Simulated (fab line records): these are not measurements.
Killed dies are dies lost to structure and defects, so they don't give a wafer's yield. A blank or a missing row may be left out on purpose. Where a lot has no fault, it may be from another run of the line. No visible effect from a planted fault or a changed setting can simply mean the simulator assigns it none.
Which tool did it? / flow n5_finfet / 10 lots with 30 wafers sampled at 5 steps, on a route of 1938 steps

WHAT THE GAUGES READ, wafer by wafer
N5_ZERO_LAYER_INSPECT_20: inspects for defects (darkfield). Usual: raw_defect_count 41, standard deviation 18.
lot=L952; measured=day 1 19:34; on=defect_inspect-02; raw_defect_count=47 49 29; flag=
lot=L954; measured=day 2 07:39; on=defect_inspect-02; raw_defect_count=24 53 24; flag=
lot=L955; measured=day 2 13:32; on=defect_inspect-01; raw_defect_count=38 40 41; flag=
lot=L957; measured=day 3 01:24; on=defect_inspect-01; raw_defect_count=47 56 36; flag=
lot=L958; measured=day 3 07:32; on=defect_inspect-01; raw_defect_count=27 25 43; flag=
lot=L960; measured=day 3 19:28; on=defect_inspect-02; raw_defect_count=98 39 17; flag=
lot=L970; measured=day 6 07:17; on=defect_inspect-02; raw_defect_count=33 33 63; flag=
lot=L971; measured=day 6 13:15; on=defect_inspect-02; raw_defect_count=34 37 19; flag=
lot=L972; measured=day 6 19:37; on=defect_inspect-01; raw_defect_count=17 36 39; flag=
lot=L973; measured=day 7 01:23; on=defect_inspect-01; raw_defect_count=9 32 23; flag=

N5_WELL_APT_INSPECT_10: inspects for defects (macro). Usual: raw_defect_count 2.0, standard deviation 1.3.
lot=L952; measured=day 1 19:55; on=defect_inspect-01; raw_defect_count=2 2 1; flag=
lot=L954; measured=day 2 08:00; on=defect_inspect-02; raw_defect_count=3 3 4; flag=
lot=L955; measured=day 2 13:53; on=defect_inspect-02; raw_defect_count=4 1 5; flag=
lot=L957; measured=day 3 01:46; on=defect_inspect-02; raw_defect_count=1 4 2; flag=
lot=L958; measured=day 3 07:53; on=defect_inspect-01; raw_defect_count=1 1 1; flag=
lot=L960; measured=day 3 19:58; on=defect_inspect-02; raw_defect_count=1 3 2; flag=
lot=L970; measured=day 6 07:38; on=defect_inspect-01; raw_defect_count=0 1 3; flag=
lot=L971; measured=day 6 13:37; on=defect_inspect-01; raw_defect_count=1 1 1; flag=
lot=L972; measured=day 6 20:05; on=defect_inspect-02; raw_defect_count=3 1 2; flag=
lot=L973; measured=day 7 01:52; on=defect_inspect-02; raw_defect_count=3 1 7; flag=

N5_BEOL_M4_RC_MEAS_101. Usual: CJ_P 5.81, standard deviation 0.19; DIBL_N 36.4 mV/V, standard deviation 1.6; DIBL_P 36.2 mV/V, standard deviation 1.8; IOFF_N 0.159 nA/um, standard deviation 0.029; IOFF_P 0.21 nA/um, standard deviation 0.034; ION_N 670 uA/um, standard deviation 12; ION_P 459 uA/um, standard deviation 8.2; SS_N 71.5 mV/dec, standard deviation 0.59; SS_P 73.2 mV/dec, standard deviation 0.54; VT_N 250 mV, standard deviation 3.3; VT_P -250 mV, standard deviation 3.7.
lot=L952; measured=day 8 17:43; on=prober-02; CJ_P=5.78 5.68 5.86; DIBL_N (mV/V)=34.2 34.8 36.8; DIBL_P (mV/V)=33.1 34.2 35.6; IOFF_N (nA/um)=0.127 0.133 0.163; IOFF_P (nA/um)=0.17 0.19 0.21; ION_N (uA/um)=658 660 668; ION_P (uA/um)=450 454 462; SS_N (mV/dec)=71.2 70.8 72.0; SS_P (mV/dec)=73.0 73.5 72.5; VT_N (mV)=253 252 252; VT_P (mV)=-252 -252 -250; flag=
lot=L954; measured=day 9 17:08; on=prober-02; CJ_P=6.03 6.12 5.47; DIBL_N (mV/V)=38.1 39.7 37.4; DIBL_P (mV/V)=36.5 38.4 35.3; IOFF_N (nA/um)=0.204 0.260 0.191; IOFF_P (nA/um)=0.25 0.31 0.24; ION_N (uA/um)=697 698 683; ION_P (uA/um)=472 477 469; SS_N (mV/dec)=72.2 72.9 72.1; SS_P (mV/dec)=73.0 73.5 73.2; VT_N (mV)=248 243 247; VT_P (mV)=-247 -241 -247; flag=
lot=L955; measured=day 9 19:52; on=prober-01; CJ_P=5.50 6.08 5.72; DIBL_N (mV/V)=37.4 34.0 35.3; DIBL_P (mV/V)=39.1 34.9 35.5; IOFF_N (nA/um)=0.216 0.136 0.154; IOFF_P (nA/um)=0.26 0.20 0.19; ION_N (uA/um)=689 673 667; ION_P (uA/um)=473 460 454; SS_N (mV/dec)=71.9 70.8 71.1; SS_P (mV/dec)=73.9 73.1 73.5; VT_N (mV)=241 251 250; VT_P (mV)=-246 -253 -253; flag=
lot=L957; measured=day 10 00:43; on=prober-01; CJ_P=6.08 5.99 5.46; DIBL_N (mV/V)=35.7 37.6 37.2; DIBL_P (mV/V)=36.0 38.7 38.2; IOFF_N (nA/um)=0.152 0.200 0.187; IOFF_P (nA/um)=0.24 0.28 0.27; ION_N (uA/um)=668 680 688; ION_P (uA/um)=469 470 472; SS_N (mV/dec)=71.6 71.9 72.0; SS_P (mV/dec)=73.0 73.7 74.3; VT_N (mV)=248 246 244; VT_P (mV)=-247 -248 -246; flag=
lot=L958; measured=day 11 03:57; on=prober-01; CJ_P=4.29 4.37 4.15; DIBL_N (mV/V)=35.2 35.8 37.1; DIBL_P (mV/V)=35.2 34.8 37.6; IOFF_N (nA/um)=0.121 0.130 0.148; IOFF_P (nA/um)=0.18 0.16 0.21; ION_N (uA/um)=656 657 664; ION_P (uA/um)=444 443 455; SS_N (mV/dec)=71.2 71.6 71.6; SS_P (mV/dec)=73.4 72.6 73.7; VT_N (mV)=254 257 252; VT_P (mV)=-258 -257 -255; flag=OFF
lot=L960; measured=day 10 09:16; on=prober-01; CJ_P=4.48 4.33 4.30; DIBL_N (mV/V)=38.3 38.0 38.2; DIBL_P (mV/V)=38.9 37.1 38.3; IOFF_N (nA/um)=0.176 0.173 0.184; IOFF_P (nA/um)=0.30 0.25 0.29; ION_N (uA/um)=669 692 678; ION_P (uA/um)=465 475 471; SS_N (mV/dec)=71.5 71.6 71.8; SS_P (mV/dec)=74.8 73.7 74.4; VT_N (mV)=248 247 247; VT_P (mV)=-244 -247 -242; flag=OFF
lot=L970; measured=day 13 05:46; on=prober-02; CJ_P=5.66 6.20 6.03; DIBL_N (mV/V)=39.8 34.7 37.9; DIBL_P (mV/V)=38.1 34.4 36.6; IOFF_N (nA/um)=0.211 0.128 0.181; IOFF_P (nA/um)=0.25 0.20 0.24; ION_N (uA/um)=673 667 677; ION_P (uA/um)=456 459 458; SS_N (mV/dec)=72.7 70.1 72.7; SS_P (mV/dec)=74.5 72.9 73.4; VT_N (mV)=243 251 246; VT_P (mV)=-251 -249 -248; flag=
lot=L971; measured=day 13 16:05; on=prober-02; CJ_P=5.67 5.87 6.07; DIBL_N (mV/V)=39.1 38.5 39.0; DIBL_P (mV/V)=37.3 36.3 38.0; IOFF_N (nA/um)=0.199 0.188 0.196; IOFF_P (nA/um)=0.22 0.21 0.25; ION_N (uA/um)=683 695 679; ION_P (uA/um)=460 470 462; SS_N (mV/dec)=71.9 71.4 71.4; SS_P (mV/dec)=73.5 73.1 73.4; VT_N (mV)=247 245 245; VT_P (mV)=-250 -250 -246; flag=
lot=L972; measured=day 13 23:15; on=prober-02; CJ_P=5.83 5.65 5.81; DIBL_N (mV/V)=35.5 38.6 36.9; DIBL_P (mV/V)=34.9 39.7 37.1; IOFF_N (nA/um)=0.113 0.190 0.152; IOFF_P (nA/um)=0.14 0.20 0.16; ION_N (uA/um)=649 673 675; ION_P (uA/um)=443 453 455; SS_N (mV/dec)=71.2 72.2 71.9; SS_P (mV/dec)=72.3 73.7 72.9; VT_N (mV)=257 250 251; VT_P (mV)=-262 -253 -258; flag=
lot=L973; measured=day 14 19:29; on=prober-01; CJ_P=5.71 5.41 5.85; DIBL_N (mV/V)=36.1 37.3 33.1; DIBL_P (mV/V)=37.1 39.1 34.9; IOFF_N (nA/um)=0.157 0.196 0.117; IOFF_P (nA/um)=0.22 0.26 0.19; ION_N (uA/um)=657 689 652; ION_P (uA/um)=458 472 460; SS_N (mV/dec)=71.7 71.7 70.8; SS_P (mV/dec)=73.4 73.6 72.5; VT_N (mV)=253 247 253; VT_P (mV)=-250 -248 -250; flag=

EACH LOT AND THE TOOL THAT RAN IT (in order: tool; ch and the chambers of the sampled wafers; start)
lot=L952; N5_ZERO_LAYER_ETCH_17=rie_diel-05 ch 0,2, day 1 19:02; N5_WELL_APT_IMPLANT_15=implanter-02 ch 0, day 1 20:14
lot=L954; N5_ZERO_LAYER_ETCH_17=rie_diel-05 ch 0,1,2, day 2 07:06; N5_WELL_APT_IMPLANT_15=implanter-02 ch 0, day 2 08:21
lot=L955; N5_ZERO_LAYER_ETCH_17=rie_diel-05 ch 1,2,3, day 2 12:43; N5_WELL_APT_IMPLANT_15=implanter-01 ch 0, day 2 14:26
lot=L957; N5_ZERO_LAYER_ETCH_17=rie_diel-04 ch 0,1,3, day 3 00:50; N5_WELL_APT_IMPLANT_15=implanter-01 ch 0, day 3 02:06
lot=L958; N5_ZERO_LAYER_ETCH_17=rie_diel-04 ch 0,3, day 3 06:59; N5_WELL_APT_IMPLANT_15=implanter-01 ch 0, day 3 08:13
lot=L960; N5_ZERO_LAYER_ETCH_17=rie_diel-02 ch 0,2,3, day 3 18:56; N5_WELL_APT_IMPLANT_15=implanter-01 ch 0, day 3 20:20
lot=L970; N5_ZERO_LAYER_ETCH_17=rie_diel-02 ch 2,3, day 6 06:44; N5_WELL_APT_IMPLANT_15=implanter-01 ch 0, day 6 08:03
lot=L971; N5_ZERO_LAYER_ETCH_17=rie_diel-04 ch 0,1,3, day 6 12:43; N5_WELL_APT_IMPLANT_15=implanter-01 ch 0, day 6 13:55
lot=L972; N5_ZERO_LAYER_ETCH_17=rie_diel-02 ch 0,3, day 6 19:04; N5_WELL_APT_IMPLANT_15=implanter-01 ch 0, day 6 20:35
lot=L973; N5_ZERO_LAYER_ETCH_17=rie_diel-02 ch 2,3, day 7 00:50; N5_WELL_APT_IMPLANT_15=implanter-01 ch 0, day 7 02:12
- N5_ZERO_LAYER_ETCH_17: etches SiO2 in CF4, target depth 12 nm, time 13.3 s.
- N5_WELL_APT_IMPLANT_15

WHAT THE TOOLS THEMSELVES READ (means of the sampled wafers that have a number; where no wafer has one, the mark that the record gives instead)
N5_ZERO_LAYER_ETCH_17. Usual: drypump_motor_current_A 5.6 A, standard deviation 0.49; oes_product_au 0.79 a.u., standard deviation 0.1; rf_vpp_V 947 V, standard deviation 4.8; showerhead_plenum_p_Torr 2.12 Torr, standard deviation 0.079; throttle_valve_pct 15.75 %, standard deviation 0.16.
lot=L952; tool=rie_diel-05; drypump_motor_current_A (A)=5.4; oes_product_au (a.u.)=0.78; rf_vpp_V (V)=943; showerhead_plenum_p_Torr (Torr)=2.06; throttle_valve_pct (%)=15.68; flag=
lot=L954; tool=rie_diel-05; drypump_motor_current_A (A)=5.7; oes_product_au (a.u.)=0.76; rf_vpp_V (V)=946; showerhead_plenum_p_Torr (Torr)=2.09; throttle_valve_pct (%)=15.71; flag=
lot=L955; tool=rie_diel-05; drypump_motor_current_A (A)=5.9; oes_product_au (a.u.)=0.84; rf_vpp_V (V)=950; showerhead_plenum_p_Torr (Torr)=2.17; throttle_valve_pct (%)=15.61; flag=
lot=L957; tool=rie_diel-04; drypump_motor_current_A (A)=5.4; oes_product_au (a.u.)=0.74; rf_vpp_V (V)=944; showerhead_plenum_p_Torr (Torr)=2.08; throttle_valve_pct (%)=15.78; flag=
lot=L958; tool=rie_diel-04; drypump_motor_current_A (A)=5.7; oes_product_au (a.u.)=0.78; rf_vpp_V (V)=945; showerhead_plenum_p_Torr (Torr)=2.06; throttle_valve_pct (%)=15.79; flag=
lot=L960; tool=rie_diel-02; drypump_motor_current_A (A)=5.7; oes_product_au (a.u.)=0.79; rf_vpp_V (V)=951; showerhead_plenum_p_Torr (Torr)=2.17; throttle_valve_pct (%)=15.77; flag=
lot=L970; tool=rie_diel-02; drypump_motor_current_A (A)=5.8; oes_product_au (a.u.)=0.93; rf_vpp_V (V)=953; showerhead_plenum_p_Torr (Torr)=2.21; throttle_valve_pct (%)=15.49; flag=
lot=L971; tool=rie_diel-04; drypump_motor_current_A (A)=5.4; oes_product_au (a.u.)=0.73; rf_vpp_V (V)=945; showerhead_plenum_p_Torr (Torr)=2.07; throttle_valve_pct (%)=15.81; flag=
lot=L972; tool=rie_diel-02; drypump_motor_current_A (A)=5.7; oes_product_au (a.u.)=0.89; rf_vpp_V (V)=948; showerhead_plenum_p_Torr (Torr)=2.11; throttle_valve_pct (%)=15.64; flag=
lot=L973; tool=rie_diel-02; drypump_motor_current_A (A)=5.8; oes_product_au (a.u.)=0.91; rf_vpp_V (V)=953; showerhead_plenum_p_Torr (Torr)=2.21; throttle_valve_pct (%)=15.50; flag=

N5_WELL_APT_IMPLANT_15. Usual: dose_ions_cm2 1.5001e+13, standard deviation 1.5e+10; faraday_current_uA 190, standard deviation 3.9.
lot=L952 tool=implanter-02 dose_ions_cm2=1.4997e+13 faraday_current_uA=190 flag=
lot=L954 tool=implanter-02 dose_ions_cm2=1.5010e+13 faraday_current_uA=189 flag=
lot=L955 tool=implanter-01 dose_ions_cm2=1.4997e+13 faraday_current_uA=194 flag=
lot=L957 tool=implanter-01 dose_ions_cm2=1.4992e+13 faraday_current_uA=192 flag=
lot=L958 tool=implanter-01 dose_ions_cm2=7.7707e+12 faraday_current_uA=98 flag=OFF
lot=L960 tool=implanter-01 dose_ions_cm2=7.7597e+12 faraday_current_uA=98 flag=OFF
lot=L970 tool=implanter-01 dose_ions_cm2=1.4997e+13 faraday_current_uA=187 flag=
lot=L971 tool=implanter-01 dose_ions_cm2=1.4979e+13 faraday_current_uA=188 flag=
lot=L972 tool=implanter-01 dose_ions_cm2=1.4993e+13 faraday_current_uA=188 flag=
lot=L973 tool=implanter-01 dose_ions_cm2=1.5021e+13 faraday_current_uA=190 flag=

THE ANSWER, worked out from the rows above alone
Rule: a lot counts as off when the mean over its wafers that have a number is more than 3 standard deviations away from the usual mean. A lot without any number at a reading at which 4 lots or more have one is off too. All remaining lots with rows at the step are treated as sound. First the gauges in route order, then the tools' own readings, where a lot's mean is used as printed above. The first step at which some lot is off is used, and at that step the reading that is off furthest; a lot without a number counts as furthest.
Off: at N5_BEOL_M4_RC_MEAS_101 (CJ_P), L958, L960.
If a tool, at a process step before that reading, ran all the lots that are off and no sound lot after the first of them, it fits. Not tried: the gauges at N5_BEOL_M4_RC_MEAS_101; whatever is off there is also off at N5_WELL_APT_IMPLANT_15, on other tools, and gauge error can't account for it. Of those tried, none fits.

WHAT HAD BEEN PUT IN BY THE SIMULATOR
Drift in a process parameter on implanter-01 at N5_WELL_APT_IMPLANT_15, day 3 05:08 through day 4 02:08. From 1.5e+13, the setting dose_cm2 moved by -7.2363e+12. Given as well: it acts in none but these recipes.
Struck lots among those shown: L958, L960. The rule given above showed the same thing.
